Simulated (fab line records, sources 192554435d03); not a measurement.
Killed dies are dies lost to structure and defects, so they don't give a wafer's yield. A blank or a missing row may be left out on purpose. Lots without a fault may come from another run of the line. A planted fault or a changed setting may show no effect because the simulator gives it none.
Split-lot experiment | flow n5_finfet | 7 lots, 21 wafers read, on a route of 1938 steps

THE SPLIT
At N5_FIN_SAQP_PEB_14 (peb time 60 s), the setting peb_time_s was moved away from the recipe's 60 s on 5 of the 21 wafers read, by +13.9% to +18.0%. The other wafers ran this setting at the recipe's value.

FROM THE SPLIT TO THE READING: what the file shows between them, 1 step
- N5_FIN_SAQP_DEVELOP_15: develop time 30 s

THE READING
cd_nm, in nm, at N5_FIN_SAQP_CD_MEAS_16 (target cd 35.6 nm). Fault-free wafers of this fab line usually give 35.6 nm, standard deviation 0.35 nm.

wafer  | tool, chamber at the split | peb_time_s as run, s | against the recipe | cd_nm, nm | against lot-mates on the recipe
L074.1 | litho_track-01, 0          | 69.32                | +15.5%             | 33.6      | -1.9
L074.3 | litho_track-01, 0          | 60                   | recipe             | 35.4      | -
L074.5 | litho_track-01, 0          | 60                   | recipe             | 35.5      | -
L075.3 | litho_track-04, 0          | 60                   | recipe             | 35.4      | -
L075.5 | litho_track-04, 0          | 60                   | recipe             | 35.1      | -
L075.6 | litho_track-04, 0          | 60                   | recipe             | 34.8      | -
L076.2 | litho_track-01, 0          | 68.34                | +13.9%             | 34.1      | -1.7
L076.4 | litho_track-01, 0          | 68.34                | +13.9%             | 33.5      | -2.3
L076.6 | litho_track-01, 0          | 60                   | recipe             | 35.8      | -
L077.1 | litho_track-04, 0          | 60                   | recipe             | 35.5      | -
L077.2 | litho_track-04, 0          | 60                   | recipe             | 35.4      | -
L077.5 | litho_track-04, 0          | 60                   | recipe             | 35.5      | -
L084.3 | litho_track-01, 0          | 60                   | recipe             | 35.7      | -
L084.4 | litho_track-01, 0          | 70.8                 | +18.0%             | 33.9      | -1.8
L084.5 | litho_track-01, 0          | 70.8                 | +18.0%             | 33.0      | -2.7
L086.1 | litho_track-04, 0          | 60                   | recipe             | 36.3      | -
L086.3 | litho_track-04, 0          | 60                   | recipe             | 36.6      | -
L086.5 | litho_track-04, 0          | 60                   | recipe             | 35.7      | -
L096.4 | litho_track-04, 0          | 60                   | recipe             | 35.6      | -
L096.5 | litho_track-04, 0          | 60                   | recipe             | 35.2      | -
L096.6 | litho_track-04, 0          | 60                   | recipe             | 35.8      | -

THE FIT
A straight line over all 21 wafers: cd_nm changes by -0.123 nm for each +1% of peb_time_s; r = -0.90; the points scatter about the line by 0.42 nm.
The same after taking each lot's own level away (the mean of its wafers on the recipe; 21 wafers): -0.129 nm for each +1%; r = -0.96; scatter 0.28 nm.
On that fit, the largest move of peb_time_s shifts the reading by 2.3 nm.
The lots' own levels span 35.10 to 36.20 nm, that is 3.1 times the standard deviation above.
So the lot-to-lot level changes the slope little: the two slopes agree.
Check: with one of the wafers moved furthest among these (+18.0%) left out of the fit, the line predicts -2.51 nm for it against its lot-mates. It came out at -1.8 nm against them.

OTHER SPLITS ON THESE WAFERS
These wafers also went through other splits before the reading. Each is held against what the fit with the lots' levels taken away leaves over:
other split on the same wafers  | wafers away from the commonest value | r with cd_nm (lot level and that fit taken away)
N5_ZERO_LAYER_COAT_05 spin_rpm  | 8                                    | -0.10
N5_ZERO_LAYER_EXPOSE_08 dose_mj | 6                                    | +0.04

THE FILE'S OWN FIT
cd_nm changes by -0.126 nm for each +1% of peb_time_s, r = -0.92.
